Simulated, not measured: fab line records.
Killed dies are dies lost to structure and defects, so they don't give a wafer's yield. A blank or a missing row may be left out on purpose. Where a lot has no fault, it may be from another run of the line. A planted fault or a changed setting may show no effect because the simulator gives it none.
Lot-split experiment :: flow n5Finfet :: 7 lots, 39 wafers read, on a route of 1938 steps

== THE SPLIT ==
At N5_BEOL_M3_CVD_47 (deposits Co from CCTBA/H2, target thk 3 nm, time 223.8 s), the setting targetThkA was moved away from the recipe's 30 angstrom on 15 of the 39 wafers read, by -50.3% to +28.5%. This setting was run at the recipe's value on the other wafers.

Reading taken at the split's own step.

== THE READING ==
Co_of_BEOL_M3_CVD_47.thkNm (the simulator's own value, which no gauge read), in nm, at N5_BEOL_M3_CVD_47 (deposits Co from CCTBA/H2, target thk 3 nm, time 223.8 s). There is no usual value for it anywhere in the file. Average 3.1 nm, standard deviation 0.1 nm, over the 24 wafers here run with the recipe.

wafer: L081.1
tool, chamber at the split: cvdCo-02, 1
targetThkA as run, angstrom: 14.9
against the recipe: -50.3%
Co_of_BEOL_M3_CVD_47.thkNm, nm: 1.4
against lot-mates on the recipe: -1.7

wafer: L081.5
tool, chamber at the split: cvdCo-02, 1
targetThkA as run, angstrom: 14.9
against the recipe: -50.3%
Co_of_BEOL_M3_CVD_47.thkNm, nm: 1.4
against lot-mates on the recipe: -1.7

wafer: L081.2
tool, chamber at the split: cvdCo-02, 2
targetThkA as run, angstrom: 14.9
against the recipe: -50.3%
Co_of_BEOL_M3_CVD_47.thkNm, nm: 1.6
against lot-mates on the recipe: -1.5

wafer: L081.3
tool, chamber at the split: cvdCo-02, 0,2
targetThkA as run, angstrom: 30
against the recipe: recipe
Co_of_BEOL_M3_CVD_47.thkNm, nm: 3
against lot-mates on the recipe: -

wafer: L081.6
tool, chamber at the split: cvdCo-02, 0,2
targetThkA as run, angstrom: 30
against the recipe: recipe
Co_of_BEOL_M3_CVD_47.thkNm, nm: 3
against lot-mates on the recipe: -

wafer: L081.4
tool, chamber at the split: cvdCo-02, 0
targetThkA as run, angstrom: 30
against the recipe: recipe
Co_of_BEOL_M3_CVD_47.thkNm, nm: 3.2
against lot-mates on the recipe: -

wafer: L084.1
tool, chamber at the split: cvdCo-02, 1,0,2
targetThkA as run, angstrom: 22.4
against the recipe: -25.3%
Co_of_BEOL_M3_CVD_47.thkNm, nm: 2.2
against lot-mates on the recipe: -0.7

wafer: L084.3
tool, chamber at the split: cvdCo-02, 1,0,2
targetThkA as run, angstrom: 22.4
against the recipe: -25.3%
Co_of_BEOL_M3_CVD_47.thkNm, nm: 2.2
against lot-mates on the recipe: -0.7

wafer: L084.6
tool, chamber at the split: cvdCo-02, 1,0,2
targetThkA as run, angstrom: 22.4
against the recipe: -25.3%
Co_of_BEOL_M3_CVD_47.thkNm, nm: 2.2
against lot-mates on the recipe: -0.7

wafer: L084.2
tool, chamber at the split: cvdCo-02, 2,0
targetThkA as run, angstrom: 30
against the recipe: recipe
Co_of_BEOL_M3_CVD_47.thkNm, nm: 3
against lot-mates on the recipe: -

wafer: L084.4
tool, chamber at the split: cvdCo-02, 2,0
targetThkA as run, angstrom: 30
against the recipe: recipe
Co_of_BEOL_M3_CVD_47.thkNm, nm: 3
against lot-mates on the recipe: -

wafer: L084.5
tool, chamber at the split: cvdCo-02, 1
targetThkA as run, angstrom: 30
against the recipe: recipe
Co_of_BEOL_M3_CVD_47.thkNm, nm: 2.8
against lot-mates on the recipe: -

wafer: L087.1
tool, chamber at the split: cvdCo-01, 0
targetThkA as run, angstrom: 30
against the recipe: recipe
Co_of_BEOL_M3_CVD_47.thkNm, nm: 3
against lot-mates on the recipe: -

wafer: L087.5
tool, chamber at the split: cvdCo-01, 0
targetThkA as run, angstrom: 30
against the recipe: recipe
Co_of_BEOL_M3_CVD_47.thkNm, nm: 3
against lot-mates on the recipe: -

wafer: L087.2
tool, chamber at the split: cvdCo-01, 1
targetThkA as run, angstrom: 38.54
against the recipe: +28.5%
Co_of_BEOL_M3_CVD_47.thkNm, nm: 4
against lot-mates on the recipe: +0.9

wafer: L087.3
tool, chamber at the split: cvdCo-01, 2
targetThkA as run, angstrom: 38.54
against the recipe: +28.5%
Co_of_BEOL_M3_CVD_47.thkNm, nm: 3.8
against lot-mates on the recipe: +0.7

wafer: L087.6
tool, chamber at the split: cvdCo-01, 2
targetThkA as run, angstrom: 38.54
against the recipe: +28.5%
Co_of_BEOL_M3_CVD_47.thkNm, nm: 3.8
against lot-mates on the recipe: +0.7

wafer: L087.4
tool, chamber at the split: cvdCo-01, 1
targetThkA as run, angstrom: 30
against the recipe: recipe
Co_of_BEOL_M3_CVD_47.thkNm, nm: 3.2
against lot-mates on the recipe: -

wafer: L085.1
tool, chamber at the split: cvdCo-01, 1,2,2
targetThkA as run, angstrom: 30
against the recipe: recipe
Co_of_BEOL_M3_CVD_47.thkNm, nm: 3.2
against lot-mates on the recipe: -

wafer: L085.2
tool, chamber at the split: cvdCo-01, 1,2,2
targetThkA as run, angstrom: 30
against the recipe: recipe
Co_of_BEOL_M3_CVD_47.thkNm, nm: 3.2
against lot-mates on the recipe: -

wafer: L085.5
tool, chamber at the split: cvdCo-01, 1,2,2
targetThkA as run, angstrom: 30
against the recipe: recipe
Co_of_BEOL_M3_CVD_47.thkNm, nm: 3.2
against lot-mates on the recipe: -

wafer: L085.3
tool, chamber at the split: cvdCo-01, 0,1,0
targetThkA as run, angstrom: 30
against the recipe: recipe
Co_of_BEOL_M3_CVD_47.thkNm, nm: 3
against lot-mates on the recipe: -

wafer: L085.4
tool, chamber at the split: cvdCo-01, 0,1,0
targetThkA as run, angstrom: 30
against the recipe: recipe
Co_of_BEOL_M3_CVD_47.thkNm, nm: 3
against lot-mates on the recipe: -

wafer: L085.6
tool, chamber at the split: cvdCo-01, 0,1,0
targetThkA as run, angstrom: 30
against the recipe: recipe
Co_of_BEOL_M3_CVD_47.thkNm, nm: 3
against lot-mates on the recipe: -

wafer: L090.1
tool, chamber at the split: cvdCo-01, 1,2,0
targetThkA as run, angstrom: 30
against the recipe: recipe
Co_of_BEOL_M3_CVD_47.thkNm, nm: 3
against lot-mates on the recipe: -

wafer: L090.2
tool, chamber at the split: cvdCo-01, 1,2,0
targetThkA as run, angstrom: 30
against the recipe: recipe
Co_of_BEOL_M3_CVD_47.thkNm, nm: 3
against lot-mates on the recipe: -

wafer: L090.5
tool, chamber at the split: cvdCo-01, 1,2,0
targetThkA as run, angstrom: 30
against the recipe: recipe
Co_of_BEOL_M3_CVD_47.thkNm, nm: 3
against lot-mates on the recipe: -

wafer: L090.3
tool, chamber at the split: cvdCo-01, 0,2,1
targetThkA as run, angstrom: 37.79
against the recipe: +26.0%
Co_of_BEOL_M3_CVD_47.thkNm, nm: 3.8
against lot-mates on the recipe: +0.8

wafer: L090.4
tool, chamber at the split: cvdCo-01, 0,2,1
targetThkA as run, angstrom: 37.79
against the recipe: +26.0%
Co_of_BEOL_M3_CVD_47.thkNm, nm: 3.8
against lot-mates on the recipe: +0.8

wafer: L090.6
tool, chamber at the split: cvdCo-01, 0,2,1
targetThkA as run, angstrom: 37.79
against the recipe: +26.0%
Co_of_BEOL_M3_CVD_47.thkNm, nm: 3.8
against lot-mates on the recipe: +0.8

wafer: L092.1
tool, chamber at the split: cvdCo-01, 1,2
targetThkA as run, angstrom: 24.15
against the recipe: -19.5%
Co_of_BEOL_M3_CVD_47.thkNm, nm: 2.6
against lot-mates on the recipe: -0.5

wafer: L092.3
tool, chamber at the split: cvdCo-01, 1,2
targetThkA as run, angstrom: 24.15
against the recipe: -19.5%
Co_of_BEOL_M3_CVD_47.thkNm, nm: 2.6
against lot-mates on the recipe: -0.5

wafer: L092.2
tool, chamber at the split: cvdCo-01, 0,1
targetThkA as run, angstrom: 30
against the recipe: recipe
Co_of_BEOL_M3_CVD_47.thkNm, nm: 3.2
against lot-mates on the recipe: -

wafer: L092.4
tool, chamber at the split: cvdCo-01, 0,1
targetThkA as run, angstrom: 30
against the recipe: recipe
Co_of_BEOL_M3_CVD_47.thkNm, nm: 3.2
against lot-mates on the recipe: -

wafer: L092.5
tool, chamber at the split: cvdCo-01, 2
targetThkA as run, angstrom: 30
against the recipe: recipe
Co_of_BEOL_M3_CVD_47.thkNm, nm: 3
against lot-mates on the recipe: -

wafer: L092.6
tool, chamber at the split: cvdCo-01, 0
targetThkA as run, angstrom: 24.15
against the recipe: -19.5%
Co_of_BEOL_M3_CVD_47.thkNm, nm: 2.4
against lot-mates on the recipe: -0.7

wafer: L097.1
tool, chamber at the split: cvdCo-01, 0,2,0
targetThkA as run, angstrom: 30
against the recipe: recipe
Co_of_BEOL_M3_CVD_47.thkNm, nm: 3
against lot-mates on the recipe: -

wafer: L097.4
tool, chamber at the split: cvdCo-01, 0,2,0
targetThkA as run, angstrom: 30
against the recipe: recipe
Co_of_BEOL_M3_CVD_47.thkNm, nm: 3
against lot-mates on the recipe: -

wafer: L097.5
tool, chamber at the split: cvdCo-01, 0,2,0
targetThkA as run, angstrom: 30
against the recipe: recipe
Co_of_BEOL_M3_CVD_47.thkNm, nm: 3
against lot-mates on the recipe: -
When a row names more than one chamber, that row covers several wafers, and the file does not tell which wafer ran in which chamber.

THE FIT
A straight line over all 39 wafers: Co_of_BEOL_M3_CVD_47.thkNm changes by +0.0305 nm for each +1% of targetThkA; r = +0.99; the points scatter about the line by 0.1 nm.
The same after taking each lot's own level away (the mean of its wafers on the recipe; 39 wafers): +0.0306 nm for each +1%; r = +0.99; scatter 0.086 nm.
Per that fit: largest targetThkA move, reading shift of 1.5 nm.
The span of the lots' own levels, 2.93 to 3.13 nm, comes to 1.9 times the standard deviation stated above.
The two slopes agree, so the slope changes little with the lot-to-lot level.
Check: with one of the wafers moved furthest among these (-50.3%) left out of the fit, the line predicts -1.52 nm for it against its lot-mates. It came out at -1.67 nm against them.

== FURTHER SPLITS ON THESE WAFERS ==
Other splits were also applied to these wafers ahead of the reading. Each is held against what the fit with the lots' levels taken away leaves over:
other split on the same wafers: N5_FIN_SAQP_HM_DEP_72 targetThkA
wafers away from the commonest value: 12
r with Co_of_BEOL_M3_CVD_47.thkNm (lot level and that fit taken away): +0.13

other split on the same wafers: N5_MOL_CONTACT_COAG_SPUTTER_143 targetThkA
wafers away from the commonest value: 15
r with Co_of_BEOL_M3_CVD_47.thkNm (lot level and that fit taken away): +0.16

== THE FILE'S OWN FIT ==
Co_of_BEOL_M3_CVD_47.thkNm changes by +0.0306 nm for each +1% of targetThkA, r = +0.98.
